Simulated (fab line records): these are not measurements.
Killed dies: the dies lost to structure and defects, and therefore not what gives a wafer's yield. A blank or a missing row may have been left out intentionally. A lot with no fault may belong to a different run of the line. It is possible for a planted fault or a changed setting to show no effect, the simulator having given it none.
Which tool is to blame? | flow nandHarc | 36 wafers sampled from 12 lots at 1 step of a route of 1159

WHAT THE GAUGES READ, wafer by wafer
NHARC_A_BLC_CD_MEAS_19.
lot  | measured     | on       | cdNm (nm)
L074 | day 17 18:01 | cdSem-01 | 100.6 100.2 94.9
L077 | day 17 23:04 | cdSem-01 | 102.6 106.5 104.6
L079 | day 18 15:40 | cdSem-03 | 100.3 102.5 99.4
L081 | day 19 06:08 | cdSem-02 | 98.0 102.9 94.4
L083 | day 19 15:45 | cdSem-02 | 95.8 103.0 96.6
L085 | day 19 23:59 | cdSem-01 | 99.5 101.1 97.4
L088 | day 20 08:11 | cdSem-02 | 105.0 98.5 96.7
L089 | day 22 01:59 | cdSem-01 | 97.3 92.8 95.3
L090 | day 22 03:30 | cdSem-03 | 96.7 100.0 96.4
L093 | day 22 07:59 | cdSem-02 | 94.7 101.5 96.0
L096 | day 22 15:43 | cdSem-03 | 100.1 98.7 94.9
L097 | day 23 08:21 | cdSem-01 | 96.6 101.8 102.3

WHICH TOOL RAN EACH LOT (tool, then ch and the chambers of the sampled wafers, then the start)
The record shows no process step preceding these readings.

THE ANSWER, worked out from the rows above alone
Rule: the usual values come from the lots themselves. Put in order of their means at a reading, lots are off if they are a third of the lots or fewer, leave a main group of 4 or more, and stand apart from it by a gap of 3 or more times the standard deviation of the main group's means; of several such gaps the widest counts. If all means in a main group match to the digits the tables above print for the reading, that group is not used. Also off: a lot with no number at a reading for which 4 or more lots have one. The other lots that the step has rows for count as sound.
Nothing can be told from this: no lot is off at any reading shown.

WHAT THE SIMULATOR HAD INSERTED
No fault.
